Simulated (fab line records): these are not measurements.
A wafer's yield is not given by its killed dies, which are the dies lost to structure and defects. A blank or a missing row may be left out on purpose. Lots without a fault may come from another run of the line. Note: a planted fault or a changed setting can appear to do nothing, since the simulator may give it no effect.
Which of the tools did it? / flow n5 finfet / 24 lots with 72 wafers sampled at 6 steps, on a route of 1938 steps

## WHAT THE GAUGES READ, wafer by wafer
N5_BEOL_M14_CD_MEAS_28: target cd 284.4 nm. Usual: cd nm reads 285.5 nm (standard deviation 1.9).
lot=L076; measured=day 11 14:21; on=cd sem-02; cd nm (nm)=285.3 285.8 288.1; flag=
lot=L074; measured=day 11 15:08; on=cd sem-02; cd nm (nm)=287.4 285.7 289.3; flag=
lot=L077; measured=day 11 16:04; on=cd sem-02; cd nm (nm)=287.5 286.2 286.5; flag=
lot=L075; measured=day 11 16:26; on=cd sem-03; cd nm (nm)=288.9 285.9 286.4; flag=
lot=L078; measured=day 12 06:51; on=cd sem-02; cd nm (nm)=281.6 283.0 282.5; flag=
lot=L079; measured=day 12 13:14; on=cd sem-03; cd nm (nm)=281.9 285.9 283.4; flag=
lot=L080; measured=day 12 19:45; on=cd sem-01; cd nm (nm)=287.4 286.9 288.4; flag=
lot=L082; measured=day 13 18:34; on=cd sem-03; cd nm (nm)=283.9 285.5 286.3; flag=
lot=L081; measured=day 13 19:25; on=cd sem-01; cd nm (nm)=286.6 289.2 286.1; flag=
lot=L085; measured=day 13 19:38; on=cd sem-01; cd nm (nm)=283.8 280.9 283.3; flag=
lot=L083; measured=day 13 21:35; on=cd sem-02; cd nm (nm)=287.1 285.1 286.3; flag=
lot=L084; measured=day 13 21:54; on=cd sem-01; cd nm (nm)=285.8 287.0 286.1; flag=
lot=L087; measured=day 14 17:24; on=cd sem-02; cd nm (nm)=285.4 285.0 283.0; flag=
lot=L088; measured=day 14 23:17; on=cd sem-03; cd nm (nm)=282.9 285.7 284.0; flag=
lot=L086; measured=day 15 00:23; on=cd sem-02; cd nm (nm)=285.4 285.1 286.3; flag=
lot=L089; measured=day 15 19:32; on=cd sem-03; cd nm (nm)=286.3 284.8 285.5; flag=
lot=L093; measured=day 15 19:34; on=cd sem-01; cd nm (nm)=285.3 286.6 286.5; flag=
lot=L091; measured=day 15 19:56; on=cd sem-01; cd nm (nm)=286.0 285.5 284.9; flag=
lot=L090; measured=day 15 23:00; on=cd sem-02; cd nm (nm)=284.8 285.2 285.5; flag=
lot=L092; measured=day 16 00:36; on=cd sem-03; cd nm (nm)=285.4 285.0 288.5; flag=
lot=L095; measured=day 17 07:36; on=cd sem-03; cd nm (nm)=286.8 286.6 286.4; flag=
lot=L094; measured=day 17 11:29; on=cd sem-03; cd nm (nm)=285.9 284.8 289.0; flag=
lot=L097; measured=day 17 13:25; on=cd sem-01; cd nm (nm)=282.5 283.0 284.4; flag=
lot=L096; measured=day 17 22:27; on=cd sem-01; cd nm (nm)=280.3 284.0 285.1; flag=

N5_BEOL_M14_OCD_MEAS_35. Usual: trench depth nm reads 560 nm (standard deviation 8.6).
lot=L076; measured=day 11 15:03; on=ocd-02; trench depth nm (nm)=574 553 565; flag=
lot=L074; measured=day 11 16:11; on=ocd-01; trench depth nm (nm)=562 548 565; flag=
lot=L077; measured=day 11 16:54; on=ocd-02; trench depth nm (nm)=566 564 567; flag=
lot=L075; measured=day 11 17:33; on=ocd-01; trench depth nm (nm)=574 548 565; flag=
lot=L078; measured=day 12 07:33; on=ocd-02; trench depth nm (nm)=556 543 552; flag=
lot=L079; measured=day 12 13:56; on=ocd-02; trench depth nm (nm)=566 561 570; flag=
lot=L080; measured=day 12 20:28; on=ocd-01; trench depth nm (nm)=558 558 561; flag=
lot=L082; measured=day 13 19:20; on=ocd-02; trench depth nm (nm)=573 563 575; flag=
lot=L081; measured=day 13 20:07; on=ocd-01; trench depth nm (nm)=555 560 558; flag=
lot=L085; measured=day 13 20:22; on=ocd-02; trench depth nm (nm)=558 555 553; flag=
lot=L083; measured=day 13 22:18; on=ocd-01; trench depth nm (nm)=556 551 553; flag=
lot=L084; measured=day 13 23:02; on=ocd-02; trench depth nm (nm)=551 550 550; flag=
lot=L087; measured=day 14 18:35; on=ocd-01; trench depth nm (nm)=565 561 566; flag=
lot=L088; measured=day 14 23:59; on=ocd-01; trench depth nm (nm)=544 553 552; flag=
lot=L086; measured=day 15 01:08; on=ocd-02; trench depth nm (nm)=553 570 565; flag=
lot=L089; measured=day 15 20:22; on=ocd-01; trench depth nm (nm)=561 560 566; flag=
lot=L093; measured=day 15 20:31; on=ocd-02; trench depth nm (nm)=567 555 569; flag=
lot=L091; measured=day 15 20:40; on=ocd-01; trench depth nm (nm)=553 551 562; flag=
lot=L090; measured=day 15 23:42; on=ocd-02; trench depth nm (nm)=552 558 554; flag=
lot=L092; measured=day 16 01:18; on=ocd-01; trench depth nm (nm)=553 556 549; flag=
lot=L095; measured=day 17 08:19; on=ocd-02; trench depth nm (nm)=572 561 580; flag=
lot=L094; measured=day 17 12:23; on=ocd-02; trench depth nm (nm)=567 579 564; flag=
lot=L097; measured=day 17 14:07; on=ocd-02; trench depth nm (nm)=571 554 552; flag=
lot=L096; measured=day 17 23:43; on=ocd-02; trench depth nm (nm)=555 563 560; flag=

N5_BEOL_M15_CD_MEAS_10: target cd 360 nm. Usual: cd nm reads 359.8 nm (standard deviation 1.5).
lot=L076; measured=day 11 21:26; on=cd sem-02; cd nm (nm)=359.7 358.6 358.6; flag=
lot=L074; measured=day 11 21:47; on=cd sem-01; cd nm (nm)=358.2 359.3 357.7; flag=
lot=L077; measured=day 11 23:05; on=cd sem-02; cd nm (nm)=359.5 360.9 359.7; flag=
lot=L075; measured=day 12 00:38; on=cd sem-03; cd nm (nm)=361.3 359.3 358.4; flag=
lot=L078; measured=day 12 11:15; on=cd sem-02; cd nm (nm)=358.8 359.2 360.7; flag=
lot=L079; measured=day 12 17:09; on=cd sem-02; cd nm (nm)=359.2 359.2 359.9; flag=
lot=L080; measured=day 13 05:22; on=cd sem-03; cd nm (nm)=361.4 362.1 359.3; flag=
lot=L082; measured=day 13 23:18; on=cd sem-01; cd nm (nm)=358.1 358.6 357.2; flag=
lot=L081; measured=day 14 00:13; on=cd sem-03; cd nm (nm)=359.7 359.8 360.2; flag=
lot=L085; measured=day 14 03:44; on=cd sem-02; cd nm (nm)=357.5 359.8 360.7; flag=
lot=L083; measured=day 14 04:08; on=cd sem-02; cd nm (nm)=360.1 361.7 357.5; flag=
lot=L084; measured=day 14 04:17; on=cd sem-03; cd nm (nm)=358.1 357.4 357.3; flag=
lot=L087; measured=day 14 21:22; on=cd sem-01; cd nm (nm)=359.9 361.3 361.0; flag=
lot=L088; measured=day 15 05:50; on=cd sem-02; cd nm (nm)=361.0 360.1 360.0; flag=
lot=L086; measured=day 15 06:17; on=cd sem-01; cd nm (nm)=358.7 358.9 359.8; flag=
lot=L089; measured=day 15 23:49; on=cd sem-02; cd nm (nm)=360.7 359.9 358.3; flag=
lot=L093; measured=day 16 03:49; on=cd sem-03; cd nm (nm)=360.7 359.6 360.0; flag=
lot=L091; measured=day 16 04:49; on=cd sem-01; cd nm (nm)=360.2 361.1 362.9; flag=
lot=L090; measured=day 16 05:20; on=cd sem-01; cd nm (nm)=358.8 358.8 359.2; flag=
lot=L092; measured=day 16 05:57; on=cd sem-03; cd nm (nm)=358.3 359.2 361.1; flag=
lot=L095; measured=day 17 11:33; on=cd sem-03; cd nm (nm)=362.5 361.5 361.5; flag=
lot=L094; measured=day 17 16:50; on=cd sem-03; cd nm (nm)=356.1 358.9 358.7; flag=
lot=L097; measured=day 17 19:47; on=cd sem-03; cd nm (nm)=360.4 362.5 359.1; flag=
lot=L096; measured=day 18 05:40; on=cd sem-01; cd nm (nm)=359.3 359.8 357.0; flag=

N5_BEOL_M15_CD_MEAS_17: target cd 360 nm. Usual: cd nm reads 361.1 nm (standard deviation 1.9).
lot=L076; measured=day 11 22:01; on=cd sem-03; cd nm (nm)=361.4 361.1 359.6; flag=
lot=L074; measured=day 11 22:22; on=cd sem-02; cd nm (nm)=360.7 360.6 360.4; flag=
lot=L077; measured=day 11 23:40; on=cd sem-03; cd nm (nm)=359.3 361.7 361.5; flag=
lot=L075; measured=day 12 01:17; on=cd sem-01; cd nm (nm)=365.0 359.4 360.3; flag=
lot=L078; measured=day 12 11:50; on=cd sem-01; cd nm (nm)=360.7 359.7 362.6; flag=
lot=L079; measured=day 12 17:55; on=cd sem-02; cd nm (nm)=360.8 360.4 360.6; flag=
lot=L080; measured=day 13 05:57; on=cd sem-01; cd nm (nm)=364.6 363.0 360.6; flag=
lot=L082; measured=day 13 23:53; on=cd sem-01; cd nm (nm)=359.5 359.3 357.9; flag=
lot=L081; measured=day 14 00:47; on=cd sem-03; cd nm (nm)=362.5 359.7 360.7; flag=
lot=L085; measured=day 14 04:19; on=cd sem-02; cd nm (nm)=359.7 361.0 362.6; flag=
lot=L083; measured=day 14 04:44; on=cd sem-01; cd nm (nm)=362.4 362.7 359.3; flag=
lot=L084; measured=day 14 04:53; on=cd sem-01; cd nm (nm)=362.0 357.5 359.6; flag=
lot=L087; measured=day 14 21:56; on=cd sem-03; cd nm (nm)=360.5 364.1 364.0; flag=
lot=L088; measured=day 15 06:40; on=cd sem-01; cd nm (nm)=361.1 358.8 360.6; flag=
lot=L086; measured=day 15 07:04; on=cd sem-01; cd nm (nm)=360.7 359.6 361.8; flag=
lot=L089; measured=day 16 00:24; on=cd sem-02; cd nm (nm)=361.9 361.6 360.0; flag=
lot=L093; measured=day 16 04:34; on=cd sem-02; cd nm (nm)=361.6 361.2 361.8; flag=
lot=L091; measured=day 16 05:47; on=cd sem-03; cd nm (nm)=363.3 365.3 363.0; flag=
lot=L090; measured=day 16 07:13; on=cd sem-03; cd nm (nm)=358.2 360.0 361.5; flag=
lot=L092; measured=day 16 07:46; on=cd sem-03; cd nm (nm)=358.8 359.6 362.8; flag=
lot=L095; measured=day 17 12:08; on=cd sem-01; cd nm (nm)=364.1 360.1 361.6; flag=
lot=L094; measured=day 17 17:25; on=cd sem-01; cd nm (nm)=356.5 359.4 360.8; flag=
lot=L097; measured=day 17 20:23; on=cd sem-03; cd nm (nm)=360.7 363.2 362.5; flag=
lot=L096; measured=day 18 06:26; on=cd sem-01; cd nm (nm)=361.0 358.8 357.3; flag=

N5_BEOL_M15_INSPECT_55: inspects for defects (darkfield). Usual: raw defect count reads 74 (standard deviation 24).
lot=L076; measured=day 12 05:19; on=defect inspect-02; raw defect count=41 40 33; flag=
lot=L074; measured=day 12 06:04; on=defect inspect-02; raw defect count=69 54 82; flag=
lot=L077; measured=day 12 09:07; on=defect inspect-02; raw defect count=78 73 63; flag=
lot=L075; measured=day 12 09:43; on=defect inspect-01; raw defect count=59 70 43; flag=
lot=L078; measured=day 12 16:20; on=defect inspect-02; raw defect count=43 67 55; flag=
lot=L079; measured=day 13 11:58; on=defect inspect-01; raw defect count=74 60 72; flag=
lot=L080; measured=day 13 12:14; on=defect inspect-01; raw defect count=92 69 89; flag=
lot=L082; measured=day 14 04:04; on=defect inspect-01; raw defect count=77 89 67; flag=
lot=L081; measured=day 14 04:45; on=defect inspect-02; raw defect count=84 67 70; flag=
lot=L085; measured=day 14 09:35; on=defect inspect-01; raw defect count=67 63 101; flag=
lot=L083; measured=day 14 10:18; on=defect inspect-01; raw defect count=71 45 69; flag=
lot=L084; measured=day 14 10:49; on=defect inspect-01; raw defect count=61 109 60; flag=
lot=L087; measured=day 15 05:22; on=defect inspect-01; raw defect count=143 96 94; flag=
lot=L088; measured=day 15 11:00; on=defect inspect-01; raw defect count=88 72 49; flag=
lot=L086; measured=day 15 11:19; on=defect inspect-01; raw defect count=74 70 91; flag=
lot=L089; measured=day 16 04:16; on=defect inspect-02; raw defect count=25 41 77; flag=
lot=L093; measured=day 16 12:26; on=defect inspect-01; raw defect count=124 92 88; flag=
lot=L091; measured=day 16 12:56; on=defect inspect-01; raw defect count=66 48 126; flag=
lot=L090; measured=day 16 14:31; on=defect inspect-01; raw defect count=111 83 100; flag=
lot=L092; measured=day 16 18:32; on=defect inspect-01; raw defect count=102 78 98; flag=
lot=L095; measured=day 17 20:02; on=defect inspect-01; raw defect count=93 59 80; flag=
lot=L094; measured=day 17 23:49; on=defect inspect-02; raw defect count=63 39 69; flag=
lot=L097; measured=day 18 00:04; on=defect inspect-02; raw defect count=83 94 72; flag=
lot=L096; measured=day 18 12:31; on=defect inspect-01; raw defect count=54 46 70; flag=

## WHAT TOOL EACH LOT RAN ON (gives the tool, then ch and the chambers of the sampled wafers, and finally the start)
lot=L076; N5_BEOL_M14_ETCH_67=rie diel-04 ch 0,1,2, day 11 14:28
lot=L074; N5_BEOL_M14_ETCH_67=rie diel-05 ch 0,1,3, day 11 15:37
lot=L077; N5_BEOL_M14_ETCH_67=rie diel-05 ch 0,1,2, day 11 16:19
lot=L075; N5_BEOL_M14_ETCH_67=rie diel-04 ch 1,2,3, day 11 16:59
lot=L078; N5_BEOL_M14_ETCH_67=rie diel-02 ch 0,2,3, day 12 06:58
lot=L079; N5_BEOL_M14_ETCH_67=rie diel-05 ch 1,2,3, day 12 13:22
lot=L080; N5_BEOL_M14_ETCH_67=rie diel-05 ch 0,2, day 12 19:53
lot=L082; N5_BEOL_M14_ETCH_67=rie diel-04 ch 1,2, day 13 18:46
lot=L081; N5_BEOL_M14_ETCH_67=rie diel-02 ch 1,2, day 13 19:32
lot=L085; N5_BEOL_M14_ETCH_67=rie diel-05 ch 0,3, day 13 19:47
lot=L083; N5_BEOL_M14_ETCH_67=rie diel-02 ch 1,2,3, day 13 21:44
lot=L084; N5_BEOL_M14_ETCH_67=rie diel-02 ch 1,2, day 13 22:28
lot=L087; N5_BEOL_M14_ETCH_67=rie diel-05 ch 0,2,3, day 14 18:00
lot=L088; N5_BEOL_M14_ETCH_67=rie diel-02 ch 0,1,3, day 14 23:25
lot=L086; N5_BEOL_M14_ETCH_67=rie diel-05 ch 0,1,3, day 15 00:33
lot=L089; N5_BEOL_M14_ETCH_67=rie diel-05 ch 1,2, day 15 19:47
lot=L093; N5_BEOL_M14_ETCH_67=rie diel-04 ch 0,1, day 15 19:56
lot=L091; N5_BEOL_M14_ETCH_67=rie diel-02 ch 2,3, day 15 20:05
lot=L090; N5_BEOL_M14_ETCH_67=rie diel-02 ch 1,3, day 15 23:07
lot=L092; N5_BEOL_M14_ETCH_67=rie diel-02 ch 1,2,3, day 16 00:43
lot=L095; N5_BEOL_M14_ETCH_67=rie diel-04 ch 0,2,3, day 17 07:44
lot=L094; N5_BEOL_M14_ETCH_67=rie diel-04 ch 2,3, day 17 11:49
lot=L097; N5_BEOL_M14_ETCH_67=rie diel-02 ch 0,1,3, day 17 13:32
lot=L096; N5_BEOL_M14_ETCH_67=rie diel-05 ch 2,3, day 17 23:09
- N5_BEOL_M14_ETCH_67: etches SiARC in CF4, target depth 143 nm, time 238.3 s.

## AS READ BY THE TOOLS THEMSELVES (means over the sampled wafers that have a number; for cases with no such wafer, the mark the record gives instead)
N5_BEOL_M14_ETCH_67. Usual: drypump motor current A 5.7 A, standard deviation 0.42; etch rf on time s 237 s, standard deviation 3.5; oes product au 0.71 a.u., standard deviation 0.057; rf vpp V 184.1 V, standard deviation 1; showerhead plenum p Torr 2.15 Torr, standard deviation 0.066; throttle valve pct 15.48 %, standard deviation 0.15.
lot=L076; tool=rie diel-04; drypump motor current A (A)=5.4; etch rf on time s (s)=234; oes product au (a.u.)=0.78; rf vpp V (V)=184.2; showerhead plenum p Torr (Torr)=2.12; throttle valve pct (%)=15.30; flag=
lot=L074; tool=rie diel-05; drypump motor current A (A)=5.5; etch rf on time s (s)=237; oes product au (a.u.)=0.72; rf vpp V (V)=184.4; showerhead plenum p Torr (Torr)=2.14; throttle valve pct (%)=15.53; flag=
lot=L077; tool=rie diel-05; drypump motor current A (A)=6.0; etch rf on time s (s)=233; oes product au (a.u.)=0.76; rf vpp V (V)=184.2; showerhead plenum p Torr (Torr)=2.12; throttle valve pct (%)=15.54; flag=
lot=L075; tool=rie diel-04; drypump motor current A (A)=5.9; etch rf on time s (s)=234; oes product au (a.u.)=0.73; rf vpp V (V)=184.5; showerhead plenum p Torr (Torr)=2.15; throttle valve pct (%)=15.50; flag=
lot=L078; tool=rie diel-02; drypump motor current A (A)=5.9; etch rf on time s (s)=240; oes product au (a.u.)=0.66; rf vpp V (V)=184.2; showerhead plenum p Torr (Torr)=2.15; throttle valve pct (%)=15.43; flag=
lot=L079; tool=rie diel-05; drypump motor current A (A)=5.8; etch rf on time s (s)=234; oes product au (a.u.)=0.74; rf vpp V (V)=184.3; showerhead plenum p Torr (Torr)=2.18; throttle valve pct (%)=15.61; flag=
lot=L080; tool=rie diel-05; drypump motor current A (A)=6.1; etch rf on time s (s)=236; oes product au (a.u.)=0.75; rf vpp V (V)=184.4; showerhead plenum p Torr (Torr)=2.11; throttle valve pct (%)=15.47; flag=
lot=L082; tool=rie diel-04; drypump motor current A (A)=5.7; etch rf on time s (s)=232; oes product au (a.u.)=0.77; rf vpp V (V)=183.5; showerhead plenum p Torr (Torr)=2.12; throttle valve pct (%)=15.42; flag=
lot=L081; tool=rie diel-02; drypump motor current A (A)=5.9; etch rf on time s (s)=239; oes product au (a.u.)=0.67; rf vpp V (V)=185.1; showerhead plenum p Torr (Torr)=2.20; throttle valve pct (%)=15.46; flag=
lot=L085; tool=rie diel-05; drypump motor current A (A)=5.6; etch rf on time s (s)=235; oes product au (a.u.)=0.72; rf vpp V (V)=183.2; showerhead plenum p Torr (Torr)=2.14; throttle valve pct (%)=15.49; flag=
lot=L083; tool=rie diel-02; drypump motor current A (A)=5.7; etch rf on time s (s)=238; oes product au (a.u.)=0.68; rf vpp V (V)=185.0; showerhead plenum p Torr (Torr)=2.18; throttle valve pct (%)=15.40; flag=
lot=L084; tool=rie diel-02; drypump motor current A (A)=5.6; etch rf on time s (s)=241; oes product au (a.u.)=0.68; rf vpp V (V)=184.8; showerhead plenum p Torr (Torr)=2.17; throttle valve pct (%)=15.49; flag=
lot=L087; tool=rie diel-05; drypump motor current A (A)=5.8; etch rf on time s (s)=236; oes product au (a.u.)=0.72; rf vpp V (V)=183.8; showerhead plenum p Torr (Torr)=2.17; throttle valve pct (%)=15.57; flag=
lot=L088; tool=rie diel-02; drypump motor current A (A)=5.6; etch rf on time s (s)=239; oes product au (a.u.)=0.66; rf vpp V (V)=184.1; showerhead plenum p Torr (Torr)=2.11; throttle valve pct (%)=15.52; flag=
lot=L086; tool=rie diel-05; drypump motor current A (A)=5.5; etch rf on time s (s)=235; oes product au (a.u.)=0.69; rf vpp V (V)=184.4; showerhead plenum p Torr (Torr)=2.13; throttle valve pct (%)=15.59; flag=
lot=L089; tool=rie diel-05; drypump motor current A (A)=6.2; etch rf on time s (s)=239; oes product au (a.u.)=0.72; rf vpp V (V)=184.6; showerhead plenum p Torr (Torr)=2.15; throttle valve pct (%)=15.66; flag=
lot=L093; tool=rie diel-04; drypump motor current A (A)=5.3; etch rf on time s (s)=235; oes product au (a.u.)=0.70; rf vpp V (V)=184.3; showerhead plenum p Torr (Torr)=2.13; throttle valve pct (%)=15.39; flag=
lot=L091; tool=rie diel-02; drypump motor current A (A)=5.8; etch rf on time s (s)=240; oes product au (a.u.)=0.68; rf vpp V (V)=184.7; showerhead plenum p Torr (Torr)=2.19; throttle valve pct (%)=15.35; flag=
lot=L090; tool=rie diel-02; drypump motor current A (A)=5.4; etch rf on time s (s)=237; oes product au (a.u.)=0.68; rf vpp V (V)=184.4; showerhead plenum p Torr (Torr)=2.15; throttle valve pct (%)=15.48; flag=
lot=L092; tool=rie diel-02; drypump motor current A (A)=5.7; etch rf on time s (s)=242; oes product au (a.u.)=0.67; rf vpp V (V)=184.9; showerhead plenum p Torr (Torr)=2.18; throttle valve pct (%)=15.45; flag=
lot=L095; tool=rie diel-04; drypump motor current A (A)=5.8; etch rf on time s (s)=235; oes product au (a.u.)=0.77; rf vpp V (V)=183.9; showerhead plenum p Torr (Torr)=2.12; throttle valve pct (%)=15.32; flag=
lot=L094; tool=rie diel-04; drypump motor current A (A)=6.3; etch rf on time s (s)=233; oes product au (a.u.)=0.81; rf vpp V (V)=184.7; showerhead plenum p Torr (Torr)=2.15; throttle valve pct (%)=15.34; flag=
lot=L097; tool=rie diel-02; drypump motor current A (A)=5.6; etch rf on time s (s)=237; oes product au (a.u.)=0.73; rf vpp V (V)=184.7; showerhead plenum p Torr (Torr)=2.19; throttle valve pct (%)=15.39; flag=
lot=L096; tool=rie diel-05; drypump motor current A (A)=5.6; etch rf on time s (s)=239; oes product au (a.u.)=0.70; rf vpp V (V)=185.2; showerhead plenum p Torr (Torr)=2.23; throttle valve pct (%)=15.67; flag=

## THE ANSWER, worked out from the rows above alone
Rule: lot off if the mean of its wafers having a number is beyond 3 standard deviations from the usual mean. Also off: a lot with no number at a reading for which 4 or more lots have one. Any other lot the step has rows for is counted as sound. First the gauges in route order, then the tools' own readings, where a lot's mean is used as printed above. The first step at which some lot is off is used, and at that step the reading that is off furthest; a lot without a number counts as furthest.
No lot is off on any of the readings shown, so nothing can be concluded from this.

## WHAT THE SIMULATOR HAD INSERTED
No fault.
